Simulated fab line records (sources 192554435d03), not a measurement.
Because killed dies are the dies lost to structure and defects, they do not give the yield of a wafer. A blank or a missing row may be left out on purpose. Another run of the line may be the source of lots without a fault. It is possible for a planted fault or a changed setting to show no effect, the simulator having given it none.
fab line records -- flow n5_finfet
record: lots: 7, wafers: 39
route steps=1938 shown DUMMY_GATE@237 HKMG_FIN@402 GATE_CUT@500 MOL_CONTACT_COAG@532
start_h: hours from the record's opening day to when the first of the lot's shown wafers began -- wait_h: hours from the lot's prior step to this one -- " the same as in the row above -- L1.1+2: one row covering several wafers at once -- - no value, or no start was given -- * or withheld: withheld -- < > ~ a bound
route shown NAME@n: a module of which the file shows steps, and the number in the route of the first -- usual: mean and standard deviation over wafers with no fault -- same: alike in all rows -- chamber/n: place in a boat -- sites: each site's reading -- _std_site: standard deviation of those values -- _edge_site: outer sites' mean less inner sites' -- radius_mm: how far each site lies from the wafer's centre -- mask NAME#n: copy n -- behind: tool/chamber where the wafer was last shaped -- hold: what put the lot on hold/how long, in hours/how the hold closed -- device: names the non-switching transistor (n, p or np) -- end of line: at the end of the route, the tests of the same wafers -- step lacking rows: just its recipe -- killed: dies that structure and defects cost at the first sort, which is not the same as the wafer's yield -- map: a wafer's dies, marking killed ones x, the rest . and places with no die _
set.NAME: the setting the step ran with; set.NAME@STEP: the setting that earlier step ran with -- model.NAME: the simulator's own value behind a step, which no gauge read
lots run with intentionally changed settings; tables by step, rows by wafer
== steps ==
step: N5_DUMMY_GATE_ETCH_37
recipe: chemistry: N2/H2, target: SOC, target_depth_a: 600, overetch_a: 300, temp_c: 40, ion_energy_ev: 200, pressure_mtorr: 30, source_w: 840, bias_w: 150, n2_flow_sccm: 200, h2_flow_sccm: 200
usual: rf_vpp_V: 524.1/2.5
lot.wafer,tool,chamber,start_h,wait_h,set.source_w,rf_vpp_V,model.SiARC_of_DUMMY_GATE_COAT_35.thk_nm
L074.1,rie_diel-06,3,47.32,0.0,714.1,553.7,5.4
L074.2,rie_diel-06,0,47.32,0.0,840,527.5,4.8
L074.3,rie_diel-06,1,47.32,0.0,714.1,556.0,5.6
L074.4,rie_diel-06,2,47.32,0.0,714.1,549.1,5.4
L074.5,rie_diel-06,0,47.32,0.0,840,526.5,5
L074.6,rie_diel-06,3,47.32,0.0,840,525.4,5
L076.1,rie_diel-03,2,58.82,0.0,840,526.6,5
L076.2,rie_diel-03,1,58.82,0.0,840,520.7,5
L076.3,rie_diel-03,0,58.82,0.0,840,524.6,5
L076.4,rie_diel-03,3,58.82,0.0,840,525.6,5
L076.5,rie_diel-03,3,58.82,0.0,840,526.4,5
L076.6,rie_diel-03,0,58.82,0.0,840,523.3,5
L079.1,rie_diel-01,1,75.63,0.0,840,524.8,5
L079.2,rie_diel-01,2,75.63,0.0,840,518.6,5
L079.3,rie_diel-01,0,75.63,0.0,840,523.1,5
L079.4,rie_diel-01,3,75.63,0.0,840,523.1,5
L079.5,rie_diel-01,0,75.63,0.0,840,521.6,5
L079.6,rie_diel-01,3,75.63,0.0,840,522.1,5
L081.1,rie_diel-06,3,88.87,0.0,840,525.2,5
L081.3,rie_diel-06,2,88.87,0.0,840,522.6,5
L081.5,rie_diel-06,2,88.87,0.0,840,521.8,5
L082.1,rie_diel-01,0,93.55,0.0,840,520.6,5
L082.2,rie_diel-01,1,93.55,0.0,691.9,559.1,5.6
L082.3,rie_diel-01,2,93.55,0.0,691.9,554.3,5.4
L082.4,rie_diel-01,3,93.55,0.0,691.9,556.7,5.6
L082.5,rie_diel-01,1,93.55,0.0,840,523.5,5
L082.6,rie_diel-01,2,93.55,0.0,840,519.6,5
L083.1,rie_diel-06,3,99.88,0.0,840,524.8,5
L083.2,rie_diel-06,1,99.88,0.0,840,526.1,5.2
L083.3,rie_diel-06,0,99.88,0.0,840,526.1,5
L083.4,rie_diel-06,2,99.88,0.0,891,510.6,4.8
L083.5,rie_diel-06,3,99.88,0.0,891,514.3,4.8
L083.6,rie_diel-06,2,99.88,0.0,891,512.3,4.8
L096.1,rie_diel-03,3,187.51,0.0,840,524.9,5
L096.2,rie_diel-03,0,187.51,0.0,840,522.9,5
L096.3,rie_diel-03,2,187.51,0.0,884.3,518.7,4.8
L096.4,rie_diel-03,3,187.51,0.0,884.3,515.2,4.8
L096.5,rie_diel-03,0,187.51,0.0,884.3,516.1,5
L096.6,rie_diel-03,2,187.51,0.0,840,528.4,5
step: N5_DUMMY_GATE_ETCH_31
recipe: chemistry: C4F6/O2, target: SiO2, mask_material: SOC, target_depth_a: 825, time_s: 27.5, ion_energy_ev: 250, pressure_mtorr: 30, source_w: 345, bias_w: 185, Ar_flow_sccm: 300, C4F6_flow_sccm: 10, O2_flow_sccm: 10
lot.wafer,tool,chamber,start_h,wait_h,set.target_depth_a,model.etch.depth_nm,model.SOC_of_DUMMY_GATE_COAT_34.thk_nm
L074.1,rie_diel-03,0,47.66,0.1,825,83.84,51.6
L074.2,rie_diel-03,2,47.66,0.1,825,82.59,51.6
L074.3,rie_diel-03,1,47.66,0.1,825,84.55,51.6
L074.4,rie_diel-03,2,47.66,0.1,825,82.13,51.8
L074.5,rie_diel-03,1,47.66,0.1,825,84.62,51.4
L074.6,rie_diel-03,0,47.66,0.1,825,83.25,51.4
L076.1,rie_diel-06,0,59.10,0.0,780.2,77.07,52.4
L076.2,rie_diel-06,2,59.10,0.0,825,82.42,51.8
L076.3,rie_diel-06,1,59.10,0.0,780.2,76.12,52.6
L076.4,rie_diel-06,3,59.10,0.0,780.2,78.51,52.2
L076.5,rie_diel-06,2,59.10,0.0,825,82.51,52
L076.6,rie_diel-06,3,59.10,0.0,825,82.59,51.8
L079.1,rie_diel-06,3,75.91,0.0,762.9,76.24,52.4
L079.2,rie_diel-06,1,75.91,0.0,825,80.36,52
L079.3,rie_diel-06,2,75.91,0.0,762.9,75.8,52.4
L079.4,rie_diel-06,0,75.91,0.0,825,81.96,52
L079.5,rie_diel-06,3,75.91,0.0,762.9,76.38,52.4
L079.6,rie_diel-06,0,75.91,0.0,825,81.76,52
L081.1,rie_diel-06,3,89.14,0.0,825,82.21,51.8
L081.3,rie_diel-06,0,89.14,0.0,825,81.79,51.6
L081.5,rie_diel-06,2,89.14,0.0,825,81.99,51.8
L082.1,rie_diel-06,2,93.83,0.0,928,93.09,50.8
L082.2,rie_diel-06,1,93.83,0.0,825,80.81,52.4
L082.3,rie_diel-06,3,93.83,0.0,928,92.99,50.8
L082.4,rie_diel-06,0,93.83,0.0,825,82.58,51.6
L082.5,rie_diel-06,3,93.83,0.0,825,82.94,52
L082.6,rie_diel-06,0,93.83,0.0,928,92.89,50.8
L083.1,rie_diel-06,2,100.16,0.0,825,81.77,52.2
L083.2,rie_diel-06,3,100.16,0.0,720.4,72.03,53.2
L083.3,rie_diel-06,0,100.16,0.0,825,82,52
L083.4+6,rie_diel-06,1,100.16,0.0,720.4,70.46,53.4
L083.5,rie_diel-06,2,100.16,0.0,825,81.82,52.4
L096.1,rie_diel-03,0,188.10,0.3,825,81.36,52
L096.2,rie_diel-03,3,188.10,0.3,825,82.82,52
L096.3,rie_diel-03,2,188.10,0.3,825,81.01,52.2
L096.4,rie_diel-03,0,188.10,0.3,825,81.19,52
L096.5,rie_diel-03,2,188.10,0.3,825,81.22,52
L096.6,rie_diel-03,3,188.10,0.3,825,83.26,51.8
step: N5_HKMG_FIN_ETCH_54
recipe: chemistry: CF4, target: SiARC, target_depth_a: 455, mask_material: CAR-ArF, time_s: 75.8, ion_energy_ev: 80, pressure_mtorr: 40, source_w: 545, bias_w: 36, Ar_flow_sccm: 100, cf4_flow_sccm: 100, ends: cleared
usual: etch_rf_on_time_s: 75.6/0.77, rf_vpp_V: 184.2/0.93
lot.wafer,tool,chamber,start_h,wait_h,set.source_w,etch_rf_on_time_s,rf_vpp_V
L074.1,rie_diel-05,2,72.52,0.0,441.9,90.4,197.9
L074.2,rie_diel-05,3,72.52,0.0,545,75.8,183.4
L074.3,rie_diel-05,0,72.52,0.0,545,75.3,184.4
L074.4,rie_diel-05,1,72.52,0.0,545,75.1,184.0
L074.5,rie_diel-05,3,72.52,0.0,441.9,91.9,199.4
L074.6,rie_diel-05,0,72.52,0.0,441.9,91.9,198.1
L076.1,rie_diel-02,3,82.61,0.0,545,75.0,186.0
L076.2,rie_diel-02,0,82.61,0.0,545,75.9,184.6
L076.3,rie_diel-02,2,82.61,0.0,545,74.7,184.4
L076.4,rie_diel-02,1,82.61,0.0,545,75.1,183.5
L076.5,rie_diel-02,0,82.61,0.0,545,75.0,184.4
L076.6,rie_diel-02,1,82.61,0.0,545,74.6,183.1
L079.1,rie_diel-04,2,102.04,0.0,545,75.0,183.5
L079.2,rie_diel-04,1,102.04,0.0,634.9,66.8,175.2
L079.3,rie_diel-04,0,102.04,0.0,545,75.4,184.2
L079.4,rie_diel-04,3,102.04,0.0,545,76.3,184.4
L079.5,rie_diel-04,0,102.04,0.0,634.9,65.7,174.1
L079.6,rie_diel-04,1,102.04,0.0,634.9,67.2,176.2
L081.1,rie_diel-04,3,113.09,0.0,545,77.8,185.4
L081.3,rie_diel-04,1,113.09,0.0,545,77.4,183.8
L081.5,rie_diel-04,1,113.09,0.0,545,77.4,184.7
L082.1,rie_diel-05,3,118.96,0.0,545,75.6,184.4
L082.2,rie_diel-05,2,118.96,0.0,545,76.2,182.7
L082.3,rie_diel-05,0,118.96,0.0,545,75.5,183.1
L082.4,rie_diel-05,1,118.96,0.0,545,75.7,184.3
L082.5,rie_diel-05,0,118.96,0.0,545,75.7,184.2
L082.6,rie_diel-05,3,118.96,0.0,545,76.2,184.8
L083.1,rie_diel-05,2,126.11,0.0,545,75.4,184.2
L083.2,rie_diel-05,0,126.11,0.0,571.7,70.9,180.4
L083.3,rie_diel-05,1,126.11,0.0,545,74.8,183.9
L083.4,rie_diel-05,3,126.11,0.0,571.7,72.3,182.7
L083.5,rie_diel-05,2,126.11,0.0,571.7,71.4,181.7
L083.6,rie_diel-05,1,126.11,0.0,545,74.2,181.5
L096.1,rie_diel-02,0,215.49,0.0,545,76.1,183.5
L096.2,rie_diel-02,3,215.49,0.0,545,76.9,185.2
L096.3,rie_diel-02,2,215.49,0.0,545,76.6,185.3
L096.4,rie_diel-02,1,215.49,0.0,545,75.9,184.2
L096.5,rie_diel-02,3,215.49,0.0,545,76.4,186.2
L096.6,rie_diel-02,2,215.49,0.0,545,77.1,183.4
step: N5_GATE_CUT_CUT_ETCH_53
recipe: chemistry: SF6/Cl2, target: W, mask_material: SiO2, target_depth_a: 792, pressure_mtorr: 8, icp_w: 900, bias_w: 80, SF6_flow_sccm: 40, Cl2_flow_sccm: 60, ends: cleared
usual: etch_rf_on_time_s: 26.13/0.3
lot.wafer,tool,chamber,start_h,wait_h,set.icp_w,etch_rf_on_time_s
L074.1,rie_metal-03,1,84.33,0.1,900,26.43
L074.2,rie_metal-03,0,84.33,0.1,959.1,24.45
L074.3,rie_metal-03,1,84.33,0.1,900,26.41
L074.4,rie_metal-03,0,84.33,0.1,959.1,24.37
L074.5,rie_metal-03,0,84.33,0.1,900,25.95
L074.6,rie_metal-03,1,84.33,0.1,959.1,25.12
L076.1,rie_metal-03,0,94.82,0.1,900,26.07
L076.2,rie_metal-03,1,94.82,0.1,900,26.65
L076.3,rie_metal-03,1,94.82,0.1,900,26.78
L076.4,rie_metal-03,0,94.82,0.1,900,26.21
L076.5,rie_metal-03,0,94.82,0.1,900,26.03
L076.6,rie_metal-03,1,94.82,0.1,900,26.69
L079.1,rie_metal-01,1,114.67,0.1,900,25.91
L079.2,rie_metal-01,1,114.67,0.1,763.3,29.61
L079.3,rie_metal-01,1,114.67,0.1,763.3,29.64
L079.4,rie_metal-01,1,114.67,0.1,900,26.06
L079.5,rie_metal-01,1,114.67,0.1,763.3,29.87
L079.6,rie_metal-01,1,114.67,0.1,900,25.84
L081.1,rie_metal-03,0,127.68,0.1,900,26.25
L081.3,rie_metal-03,1,127.68,0.1,900,26.66
L081.5,rie_metal-03,1,127.68,0.1,900,26.46
L082.1,rie_metal-01,0,131.00,0.1,742.7,31.01
L082.2,rie_metal-01,1,131.00,0.1,742.7,30.13
L082.3,rie_metal-01,0,131.00,0.1,900,26.59
L082.4,rie_metal-01,1,131.00,0.1,900,25.67
L082.5,rie_metal-01,0,131.00,0.1,742.7,30.99
L082.6,rie_metal-01,1,131.00,0.1,900,25.84
L083.1,rie_metal-03,0,144.72,0.1,900,25.92
L083.2,rie_metal-03,1,144.72,0.1,900,26.24
L083.3,rie_metal-03,1,144.72,0.1,900,26.26
L083.4,rie_metal-03,0,144.72,0.1,900,25.91
L083.5,rie_metal-03,0,144.72,0.1,900,25.74
L083.6,rie_metal-03,1,144.72,0.1,900,25.98
L096.1,rie_metal-01,1,227.44,0.1,1055,22.58
L096.2,rie_metal-01,0,227.44,0.1,900,26.55
L096.3,rie_metal-01,0,227.44,0.1,1055,23.19
L096.4,rie_metal-01,1,227.44,0.1,900,25.98
L096.5,rie_metal-01,0,227.44,0.1,1055,23.30
L096.6,rie_metal-01,1,227.44,0.1,900,25.85
step: N5_MOL_CONTACT_COAG_ETCH_106
recipe: chemistry: N2/H2, target: SOC, target_depth_a: 800, overetch_a: 160, mask_material: SiARC, temp_c: 40, time_s: 120, ion_energy_ev: 200, pressure_mtorr: 30, source_w: 840, bias_w: 150, n2_flow_sccm: 200, h2_flow_sccm: 200
lot.wafer,tool,chamber,start_h,wait_h,set.target_depth_a,model.SiARC_of_MOL_CONTACT_COAG_COAT_104.thk_nm
L074.1+4,rie_diel-05,"1,3",87.86,0.0,698.3,7
L074.2,rie_diel-05,2,87.86,0.0,800,6.2
L074.3+5,rie_diel-05,"0,2",87.86,0.0,800,6.4
L074.6,rie_diel-05,1,87.86,0.0,698.3,6.8
L076.1+5,rie_diel-04,2,99.23,0.0,800,6.2
L076.2+3+4+6,rie_diel-04,"3,1,0,1",99.23,0.0,800,6.4
L079.1+2+4,rie_diel-05,"3,2,0",120.92,0.0,768.2,6.6
L079.3+5+6,rie_diel-05,"1,2,1",120.92,0.0,800,6.4
L081.1+3,rie_diel-02,"1,3",143.10,0.0,800,6.2
L081.5,rie_diel-02,0,143.10,0.0,800,6.4
L082.1+5,rie_diel-02,"2,0",145.00,0.0,800,6.4
L082.2+3+6,rie_diel-02,"3,0,1",145.00,0.0,887.3,5.8
L082.4,rie_diel-02,1,145.00,0.0,800,6.2
L083.1,rie_diel-02,0,149.57,0.0,800,6.4
L083.2+3+6,rie_diel-02,"1,2,2",149.57,0.0,891.5,5.6
L083.4+5,rie_diel-02,"3,1",149.57,0.0,800,6.2
L096.1+4,rie_diel-05,"3,0",231.86,0.0,800,6.4
L096.2+3+6,rie_diel-05,"2,1,2",231.86,0.0,874.9,5.8
L096.5,rie_diel-05,1,231.86,0.0,800,6.2
== key ==
split: step: N5_DUMMY_GATE_ETCH_37, setting: source_w, stated: 840, by: wafer
response: step: N5_DUMMY_GATE_ETCH_37, reading: rf_vpp_V, change: -1.91, per: 1%, r: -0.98
response: step: N5_DUMMY_GATE_ETCH_37, reading: model.SiARC_of_DUMMY_GATE_COAT_35.thk_nm, change: -0.0329, per: 1%, r: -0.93
split: step: N5_DUMMY_GATE_ETCH_31, setting: target_depth_a, stated: 825, by: wafer
response: step: N5_DUMMY_GATE_ETCH_31, reading: model.etch.depth_nm, change: +0.848, per: 1%, r: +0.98
response: step: N5_DUMMY_GATE_ETCH_31, reading: model.SOC_of_DUMMY_GATE_COAT_34.thk_nm, change: -0.0875, per: 1%, r: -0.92
split: step: N5_HKMG_FIN_ETCH_54, setting: source_w, stated: 545, by: wafer
response: step: N5_HKMG_FIN_ETCH_54, reading: etch_rf_on_time_s, change: *, per: 1%, r: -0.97
response: step: N5_HKMG_FIN_ETCH_54, reading: rf_vpp_V, change: -0.656, per: 1%, r: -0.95
split: step: N5_GATE_CUT_CUT_ETCH_53, setting: icp_w, stated: 900, by: wafer
response: step: N5_GATE_CUT_CUT_ETCH_53, reading: etch_rf_on_time_s, change: *, per: 1%, r: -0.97
split: step: N5_MOL_CONTACT_COAG_ETCH_106, setting: target_depth_a, stated: 800, by: wafer
response: step: N5_MOL_CONTACT_COAG_ETCH_106, reading: model.SiARC_of_MOL_CONTACT_COAG_COAT_104.thk_nm, change: -0.0522, per: 1%, r: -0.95
